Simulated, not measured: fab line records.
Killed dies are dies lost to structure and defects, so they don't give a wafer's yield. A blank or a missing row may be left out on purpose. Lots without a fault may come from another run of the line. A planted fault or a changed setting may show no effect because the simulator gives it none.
Problem report, 8D (eight disciplines) form, completed by code | flow n5_finfet | the parts of the form that need people (team, actions taken, sign-off) are left out

## 1. THE ISSUE
At N5_BEOL_M1_ETCH_70, rf_fwd_power_W averages 1037.0 W over 6 wafers from 2 lots, while fault-free wafers read 835.8 W, standard deviation 2.7. That puts it +75 standard deviations away from the usual mean.
The step: etches SOC in N2/H2, target depth 80 nm, overetch 16 nm, time 120 s.
First observed at day 8 22:16: wafer L780.3, on rie_diel-01. At this step, 29 wafers from 10 lots have a number in the record. Rule for "out" (also "out of limits"): further than 4 standard deviations from the usual mean. All remaining wafers that have a number are taken as sound.

## 2. WHAT IT IS, WHAT IT ISN'T
question                    | is                       | is not
which readings at this step | rf_fwd_power_W, rf_vpp_V | drypump_motor_current_A, showerhead_plenum_p_Torr, temp_c, throttle_valve_pct
which lots                  | L780, L781               | L771, L774, L782, L785, L787, L788, L789, L791
which wafers of those lots  | all that have a number   | -
read on which tools         | rie_diel-01              | rie_diel-02, rie_diel-05
when                        | from day 8 22:16         | up to then (5 sound wafers); but 18 sound wafers of L782, L785, L787, L788, L789, L791 came after

## 3. SUSPECTS, AND WHAT RULES EACH OUT
Counting: a tool at any process step up to the reading remains a suspect when it ran all the lots that are out and ran no sound lot after the first of those.
- rie_diel-01 at N5_BEOL_M1_DESCUM_33 (chemistry O2, time 7 s): ruled out as a lasting fault. The sound lots L782, L785, L787, L788 went through it after L780, its earliest lot that is out (day 8 19:38).
- rie_diel-01 at N5_BEOL_M1_ETCH_70 (etches SOC in N2/H2, target depth 80 nm, overetch 16 nm, time 120 s): ruled out as a lasting fault. The sound lots L789, L791 went through it after L780, its earliest lot that is out (day 8 22:16).
Left after counting: nothing in the record.

## 4. THE CAUSE (what the simulator had put in)
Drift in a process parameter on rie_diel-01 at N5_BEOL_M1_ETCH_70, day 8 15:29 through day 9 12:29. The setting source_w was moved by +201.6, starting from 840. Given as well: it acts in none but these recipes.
Counting ruled it out, wrongly.

## 5. SEQUENCE OF EFFECTS, ordered by route
Rows list readings where the struck wafers' mean (over those with a number) sits beyond 3 standard deviations from the usual. Only readings whose record carries a usual standard deviation are examined. hours: median over the lots of the time between each lot's start at the first step of this table that gives one and its start at this step. sigmas: the change, counted in usual standard deviations.
hours | step               | reading        | usual   | on struck wafers | change | sigmas
0     | N5_BEOL_M1_ETCH_70 | rf_fwd_power_W | 835.8 W | 1037.0           | +201.2 | +75
0     | N5_BEOL_M1_ETCH_70 | rf_vpp_V       | 523.6 V | 485.9            | -37.8  | -14
The process steps in it:
- N5_BEOL_M1_ETCH_70: etches SOC in N2/H2, target depth 80 nm, overetch 16 nm, time 120 s.
Later measuring or inspecting steps at which every struck wafer that the step has a row for has a number for every such reading, and none has moved that far: N5_BEOL_M4_RC_MEAS_101.

## 6. WHAT WOULD HAVE CAUGHT IT SOONER
The fault began at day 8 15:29; the first out-of-limits reading in this record came at day 8 22:16, 7 hours later.
